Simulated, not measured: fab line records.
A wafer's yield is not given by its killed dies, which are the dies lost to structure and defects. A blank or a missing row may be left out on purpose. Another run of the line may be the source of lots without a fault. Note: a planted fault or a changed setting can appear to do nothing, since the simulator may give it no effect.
The tool behind it: which one? :: flow nand-harc :: 12 lots with 36 wafers sampled at 6 steps, on a route of 1302 steps

WHAT THE GAUGES READ, wafer by wafer
NHARC_A_CONTACT_CD_MEAS_15. Usual: cd-nm 190.1 nm, standard deviation 0.47.
lot: L841
measured: day 22 17:28
on: cd-sem-02
cd-nm (nm): 190.8 190.4 189.8
flag: 

lot: L843
measured: day 23 21:58
on: cd-sem-02
cd-nm (nm): 190.1 190.2 189.9
flag: 

lot: L844
measured: day 24 03:21
on: cd-sem-02
cd-nm (nm): 189.6 189.2 189.9
flag: 

lot: L852
measured: day 27 07:18
on: cd-sem-01
cd-nm (nm): 189.3 189.3 189.9
flag: 

lot: L854
measured: day 28 01:49
on: cd-sem-03
cd-nm (nm): 190.8 190.4 190.9
flag: 

lot: L853
measured: day 28 04:08
on: cd-sem-01
cd-nm (nm): 189.4 189.8 190.1
flag: 

lot: L857
measured: day 29 06:23
on: cd-sem-01
cd-nm (nm): 188.8 188.8 189.2
flag: 

lot: L856
measured: day 29 09:49
on: cd-sem-02
cd-nm (nm): 190.5 190.4 190.1
flag: 

lot: L859
measured: day 30 00:03
on: cd-sem-02
cd-nm (nm): 190.9 190.8 191.0
flag: 

lot: L860
measured: day 31 05:40
on: cd-sem-01
cd-nm (nm): 189.6 190.6 190.2
flag: 

lot: L862
measured: day 31 11:43
on: cd-sem-01
cd-nm (nm): 190.1 190.5 190.0
flag: 

lot: L863
measured: day 32 14:48
on: cd-sem-01
cd-nm (nm): 190.3 190.3 191.1
flag: 

NHARC_A_CONTACT_INSPECT_23. Usual: raw-defect-count 519, standard deviation 130.
lot: L841
measured: day 22 20:40
on: defect-inspect-02
raw-defect-count: 478 560 532
flag: 

lot: L843
measured: day 24 00:24
on: defect-inspect-01
raw-defect-count: 613 455 554
flag: 

lot: L844
measured: day 24 05:48
on: defect-inspect-02
raw-defect-count: 527 395 449
flag: 

lot: L852
measured: day 27 09:44
on: defect-inspect-01
raw-defect-count: 616 618 528
flag: 

lot: L854
measured: day 28 04:27
on: defect-inspect-01
raw-defect-count: 484 529 463
flag: 

lot: L853
measured: day 28 06:37
on: defect-inspect-01
raw-defect-count: 348 346 431
flag: 

lot: L857
measured: day 29 08:53
on: defect-inspect-02
raw-defect-count: 717 682 403
flag: 

lot: L856
measured: day 29 12:15
on: defect-inspect-01
raw-defect-count: 444 510 689
flag: 

lot: L859
measured: day 30 02:32
on: defect-inspect-02
raw-defect-count: 590 590 593
flag: 

lot: L860
measured: day 31 08:05
on: defect-inspect-02
raw-defect-count: 560 543 352
flag: 

lot: L862
measured: day 31 14:13
on: defect-inspect-01
raw-defect-count: 490 512 437
flag: 

lot: L863
measured: day 32 17:15
on: defect-inspect-01
raw-defect-count: 552 339 558
flag: 

NHARC_END_SORT_01. Usual: killed-at-array 54, standard deviation 18; killed-at-other 0.7, standard deviation 0.87; killed-at-periphery 3.7, standard deviation 2.5; killed-dies 59, standard deviation 19; killed-open 3.3, standard deviation 2; killed-short 2.6, standard deviation 1.6.
lot: L841
measured: day 27 06:28
on: prober-02
killed-at-array: 51 46 41
killed-at-other: 2 0 1
killed-at-periphery: 1 2 2
killed-dies: 54 48 44
killed-open: 7 1 5
killed-short: 3 2 4
flag: 

lot: L843
measured: day 27 08:44
on: prober-01
killed-at-array: 41 41 66
killed-at-other: 1 0 1
killed-at-periphery: 2 1 1
killed-dies: 44 42 68
killed-open: 5 0 2
killed-short: 1 1 4
flag: 

lot: L844
measured: day 27 16:31
on: prober-01
killed-at-array: 38 46 64
killed-at-other: 0 0 1
killed-at-periphery: 3 3 3
killed-dies: 41 49 68
killed-open: 1 5 7
killed-short: 4 1 4
flag: 

lot: L852
measured: day 29 05:12
on: prober-01
killed-at-array: 69 64 75
killed-at-other: 0 0 0
killed-at-periphery: 4 4 6
killed-dies: 73 68 81
killed-open: 3 3 6
killed-short: 1 2 4
flag: 

lot: L854
measured: day 30 04:15
on: prober-01
killed-at-array: 56 59 53
killed-at-other: 2 0 1
killed-at-periphery: 4 4 3
killed-dies: 62 63 57
killed-open: 5 3 2
killed-short: 1 3 1
flag: 

lot: L853
measured: day 30 04:58
on: prober-02
killed-at-array: 53 58 51
killed-at-other: 1 3 3
killed-at-periphery: 4 1 1
killed-dies: 58 62 55
killed-open: 3 1 1
killed-short: 4 4 0
flag: 

lot: L857
measured: day 31 06:34
on: prober-01
killed-at-array: 30 26 21
killed-at-other: 0 1 0
killed-at-periphery: 4 3 2
killed-dies: 34 30 23
killed-open: 3 3 0
killed-short: 2 2 1
flag: 

lot: L856
measured: day 31 07:20
on: prober-02
killed-at-array: 98 92 83
killed-at-other: 1 0 1
killed-at-periphery: 8 6 12
killed-dies: 107 98 96
killed-open: 1 0 4
killed-short: 5 0 2
flag: 

lot: L859
measured: day 31 21:41
on: prober-01
killed-at-array: 81 72 92
killed-at-other: 0 0 0
killed-at-periphery: 2 2 5
killed-dies: 83 74 97
killed-open: 4 3 6
killed-short: 1 0 4
flag: 

lot: L860
measured: day 33 05:38
on: prober-02
killed-at-array: 65 49 42
killed-at-other: 3 0 3
killed-at-periphery: 3 6 4
killed-dies: 71 55 49
killed-open: 4 5 3
killed-short: 3 2 4
flag: 

lot: L862
measured: day 33 12:49
on: prober-01
killed-at-array: 32 22 30
killed-at-other: 0 0 0
killed-at-periphery: 3 4 0
killed-dies: 35 26 30
killed-open: 4 2 2
killed-short: 6 2 2
flag: 

lot: L863
measured: day 34 14:26
on: prober-01
killed-at-array: 58 68 61
killed-at-other: 2 3 1
killed-at-periphery: 2 4 5
killed-dies: 62 75 67
killed-open: 6 5 2
killed-short: 1 3 2
flag: 

WHAT TOOL EACH LOT RAN ON (gives the tool, then ch and the chambers of the sampled wafers, and finally the start)
lot: L841
NHARC_A_CONTACT_DESCUM_13: rie-diel-04 ch 0,3, day 22 14:17
NHARC_A_CONTACT_CVD_19: cvd-w-02 ch 0, day 22 18:52
NHARC_A_CONTACT_CMP_20: cmp-03 ch 1,2, day 22 20:15

lot: L843
NHARC_A_CONTACT_DESCUM_13: rie-diel-04 ch 0,1, day 23 17:57
NHARC_A_CONTACT_CVD_19: cvd-w-02 ch 0,1, day 23 23:14
NHARC_A_CONTACT_CMP_20: cmp-02 ch 0,1,3, day 24 00:03

lot: L844
NHARC_A_CONTACT_DESCUM_13: rie-diel-04 ch 1,2,3, day 24 00:11
NHARC_A_CONTACT_CVD_19: cvd-w-02 ch 0,1, day 24 04:29
NHARC_A_CONTACT_CMP_20: cmp-01 ch 0,1,3, day 24 05:27

lot: L852
NHARC_A_CONTACT_DESCUM_13: rie-diel-04 ch 0,1, day 27 03:35
NHARC_A_CONTACT_CVD_19: cvd-w-01 ch 0,1, day 27 08:26
NHARC_A_CONTACT_CMP_20: cmp-03 ch 0,2,3, day 27 09:20

lot: L854
NHARC_A_CONTACT_DESCUM_13: rie-diel-05 ch 1,2,3, day 27 21:58
NHARC_A_CONTACT_CVD_19: cvd-w-02 ch 0,1, day 28 03:10
NHARC_A_CONTACT_CMP_20: cmp-01 ch 0,1,3, day 28 04:02

lot: L853
NHARC_A_CONTACT_DESCUM_13: rie-diel-04 ch 0,1, day 28 00:56
NHARC_A_CONTACT_CVD_19: cvd-w-01 ch 0,1, day 28 05:26
NHARC_A_CONTACT_CMP_20: cmp-02 ch 0,2,3, day 28 06:17

lot: L857
NHARC_A_CONTACT_DESCUM_13: rie-diel-05 ch 1,2, day 29 03:13
NHARC_A_CONTACT_CVD_19: cvd-w-02 ch 0,1, day 29 07:43
NHARC_A_CONTACT_CMP_20: cmp-03 ch 1,2,3, day 29 08:33

lot: L856
NHARC_A_CONTACT_DESCUM_13: rie-diel-04 ch 0,1,2, day 29 06:38
NHARC_A_CONTACT_CVD_19: cvd-w-01 ch 0,1, day 29 11:13
NHARC_A_CONTACT_CMP_20: cmp-03 ch 1,2, day 29 11:51

lot: L859
NHARC_A_CONTACT_DESCUM_13: rie-diel-04 ch 0,1,2, day 29 20:52
NHARC_A_CONTACT_CVD_19: cvd-w-01 ch 0,1, day 30 01:23
NHARC_A_CONTACT_CMP_20: cmp-03 ch 0,2,3, day 30 02:11

lot: L860
NHARC_A_CONTACT_DESCUM_13: rie-diel-04 ch 0,1,3, day 31 02:10
NHARC_A_CONTACT_CVD_19: cvd-w-02 ch 0,1, day 31 06:48
NHARC_A_CONTACT_CMP_20: cmp-03 ch 0,1,3, day 31 07:41

lot: L862
NHARC_A_CONTACT_DESCUM_13: rie-diel-04 ch 1,3, day 31 08:11
NHARC_A_CONTACT_CVD_19: cvd-w-02 ch 0,1, day 31 13:09
NHARC_A_CONTACT_CMP_20: cmp-03 ch 1,2, day 31 13:50

lot: L863
NHARC_A_CONTACT_DESCUM_13: rie-diel-04 ch 0,1, day 32 11:35
NHARC_A_CONTACT_CVD_19: cvd-w-01 ch 0,1, day 32 15:57
NHARC_A_CONTACT_CMP_20: cmp-01 ch 0,1,2, day 32 16:55
- NHARC_A_CONTACT_DESCUM_13: chemistry O2, time 3 s.
- NHARC_A_CONTACT_CVD_19: deposits W, target thk 300 nm, time 802 s.
- NHARC_A_CONTACT_CMP_20: polishes, t overpolish 30 s, target thk 300 nm.

AS READ BY THE TOOLS THEMSELVES (means over the sampled wafers that have a number; for cases with no such wafer, the mark the record gives instead)
NHARC_A_CONTACT_DESCUM_13. Usual: drypump-motor-current-A 5.78 A, standard deviation 0.24; oes-product-au 1.002 a.u., standard deviation 0.0093; rf-vpp-V 58.0 V, standard deviation 0.97; showerhead-plenum-p-Torr 1.96 Torr, standard deviation 0.091; throttle-valve-pct 11.311 %, standard deviation 0.0099.
lot: L841
tool: rie-diel-04
drypump-motor-current-A (A): 5.87
oes-product-au (a.u.): 0.995
rf-vpp-V (V): 58.1
showerhead-plenum-p-Torr (Torr): 1.92
throttle-valve-pct (%): 11.314
flag: 

lot: L843
tool: rie-diel-04
drypump-motor-current-A (A): 5.69
oes-product-au (a.u.): 1.005
rf-vpp-V (V): 58.2
showerhead-plenum-p-Torr (Torr): 2.01
throttle-valve-pct (%): 11.313
flag: 

lot: L844
tool: rie-diel-04
drypump-motor-current-A (A): 5.68
oes-product-au (a.u.): 1.002
rf-vpp-V (V): 58.0
showerhead-plenum-p-Torr (Torr): 1.98
throttle-valve-pct (%): 11.309
flag: 

lot: L852
tool: rie-diel-04
drypump-motor-current-A (A): 5.61
oes-product-au (a.u.): 1.006
rf-vpp-V (V): 58.7
showerhead-plenum-p-Torr (Torr): 2.01
throttle-valve-pct (%): 11.311
flag: 

lot: L854
tool: rie-diel-05
drypump-motor-current-A (A): 6.00
oes-product-au (a.u.): 1.003
rf-vpp-V (V): 57.8
showerhead-plenum-p-Torr (Torr): 1.92
throttle-valve-pct (%): 11.309
flag: 

lot: L853
tool: rie-diel-04
drypump-motor-current-A (A): 5.60
oes-product-au (a.u.): 1.005
rf-vpp-V (V): 58.3
showerhead-plenum-p-Torr (Torr): 2.01
throttle-valve-pct (%): 11.321
flag: 

lot: L857
tool: rie-diel-05
drypump-motor-current-A (A): 6.08
oes-product-au (a.u.): 0.996
rf-vpp-V (V): 57.7
showerhead-plenum-p-Torr (Torr): 1.94
throttle-valve-pct (%): 11.308
flag: 

lot: L856
tool: rie-diel-04
drypump-motor-current-A (A): 5.64
oes-product-au (a.u.): 1.003
rf-vpp-V (V): 58.4
showerhead-plenum-p-Torr (Torr): 2.01
throttle-valve-pct (%): 11.302
flag: 

lot: L859
tool: rie-diel-04
drypump-motor-current-A (A): 5.64
oes-product-au (a.u.): 1.010
rf-vpp-V (V): 58.0
showerhead-plenum-p-Torr (Torr): 2.01
throttle-valve-pct (%): 11.309
flag: 

lot: L860
tool: rie-diel-04
drypump-motor-current-A (A): 5.76
oes-product-au (a.u.): 0.999
rf-vpp-V (V): 58.3
showerhead-plenum-p-Torr (Torr): 1.96
throttle-valve-pct (%): 11.310
flag: 

lot: L862
tool: rie-diel-04
drypump-motor-current-A (A): 5.66
oes-product-au (a.u.): 0.994
rf-vpp-V (V): 57.1
showerhead-plenum-p-Torr (Torr): 1.96
throttle-valve-pct (%): 11.311
flag: 

lot: L863
tool: rie-diel-04
drypump-motor-current-A (A): 5.72
oes-product-au (a.u.): 1.004
rf-vpp-V (V): 58.2
showerhead-plenum-p-Torr (Torr): 2.00
throttle-valve-pct (%): 11.315
flag: 

NHARC_A_CONTACT_CVD_19. Usual: heater-power-outer-w 250 W, standard deviation 17; heater-power-w 460 W, standard deviation 37; throttle-valve-pct 7.9 %, standard deviation 0.41.
lot: L841
tool: cvd-w-02
heater-power-outer-w (W): 233
heater-power-w (W): 427
throttle-valve-pct (%): 8.6
flag: 

lot: L843
tool: cvd-w-02
heater-power-outer-w (W): 235
heater-power-w (W): 434
throttle-valve-pct (%): 8.3
flag: 

lot: L844
tool: cvd-w-02
heater-power-outer-w (W): 244
heater-power-w (W): 439
throttle-valve-pct (%): 8.0
flag: 

lot: L852
tool: cvd-w-01
heater-power-outer-w (W): 258
heater-power-w (W): 473
throttle-valve-pct (%): 7.6
flag: 

lot: L854
tool: cvd-w-02
heater-power-outer-w (W): 225
heater-power-w (W): 419
throttle-valve-pct (%): 8.0
flag: 

lot: L853
tool: cvd-w-01
heater-power-outer-w (W): 262
heater-power-w (W): 475
throttle-valve-pct (%): 7.8
flag: 

lot: L857
tool: cvd-w-02
heater-power-outer-w (W): 236
heater-power-w (W): 421
throttle-valve-pct (%): 7.7
flag: 

lot: L856
tool: cvd-w-01
heater-power-outer-w (W): 265
heater-power-w (W): 498
throttle-valve-pct (%): 7.8
flag: 

lot: L859
tool: cvd-w-01
heater-power-outer-w (W): 265
heater-power-w (W): 495
throttle-valve-pct (%): 7.8
flag: 

lot: L860
tool: cvd-w-02
heater-power-outer-w (W): 236
heater-power-w (W): 433
throttle-valve-pct (%): 7.7
flag: 

lot: L862
tool: cvd-w-02
heater-power-outer-w (W): 226
heater-power-w (W): 414
throttle-valve-pct (%): 8.0
flag: 

lot: L863
tool: cvd-w-01
heater-power-outer-w (W): 258
heater-power-w (W): 466
throttle-valve-pct (%): 7.7
flag: 

NHARC_A_CONTACT_CMP_20. Usual: motor-current-A 12.1 A, standard deviation 1.3; overpolish-run-s 30.000 s, standard deviation 0.0095; time-to-endpoint-s 60 s, standard deviation 3.1.
lot: L841
tool: cmp-03
motor-current-A (A): 12.6
overpolish-run-s (s): 30.004
time-to-endpoint-s (s): 60
flag: 

lot: L843
tool: cmp-02
motor-current-A (A): 11.2
overpolish-run-s (s): 29.998
time-to-endpoint-s (s): 54
flag: 

lot: L844
tool: cmp-01
motor-current-A (A): 11.5
overpolish-run-s (s): 29.996
time-to-endpoint-s (s): 57
flag: 

lot: L852
tool: cmp-03
motor-current-A (A): 12.8
overpolish-run-s (s): 30.003
time-to-endpoint-s (s): 63
flag: 

lot: L854
tool: cmp-01
motor-current-A (A): 11.4
overpolish-run-s (s): 30.004
time-to-endpoint-s (s): 59
flag: 

lot: L853
tool: cmp-02
motor-current-A (A): 11.8
overpolish-run-s (s): 29.998
time-to-endpoint-s (s): 57
flag: 

lot: L857
tool: cmp-03
motor-current-A (A): 13.2
overpolish-run-s (s): 29.996
time-to-endpoint-s (s): 59
flag: 

lot: L856
tool: cmp-03
motor-current-A (A): 13.3
overpolish-run-s (s): 30.000
time-to-endpoint-s (s): 57
flag: 

lot: L859
tool: cmp-03
motor-current-A (A): 12.9
overpolish-run-s (s): 30.002
time-to-endpoint-s (s): 60
flag: 

lot: L860
tool: cmp-03
motor-current-A (A): 12.1
overpolish-run-s (s): 30.003
time-to-endpoint-s (s): 60
flag: 

lot: L862
tool: cmp-03
motor-current-A (A): 12.4
overpolish-run-s (s): 30.006
time-to-endpoint-s (s): 57
flag: 

lot: L863
tool: cmp-01
motor-current-A (A): 11.7
overpolish-run-s (s): 29.986
time-to-endpoint-s (s): 60
flag: 

THE ANSWER, worked out from the rows above alone
Rule: take the mean of a lot's wafers that have a number; if it is more than 3 standard deviations from the usual mean, the lot is off. A lot without any number at a reading at which 4 lots or more have one is off too. The other lots that the step has rows for count as sound. Order of review: gauges by route order, followed by the tools' own readings, for which a lot's mean as printed above is used. At the first step where some lot is off, the reading lying furthest off is the one used; lots without a number count as furthest.
No lot is off at any reading shown: from this, nothing can be told.

WHAT THE SIMULATOR HAD PUT IN
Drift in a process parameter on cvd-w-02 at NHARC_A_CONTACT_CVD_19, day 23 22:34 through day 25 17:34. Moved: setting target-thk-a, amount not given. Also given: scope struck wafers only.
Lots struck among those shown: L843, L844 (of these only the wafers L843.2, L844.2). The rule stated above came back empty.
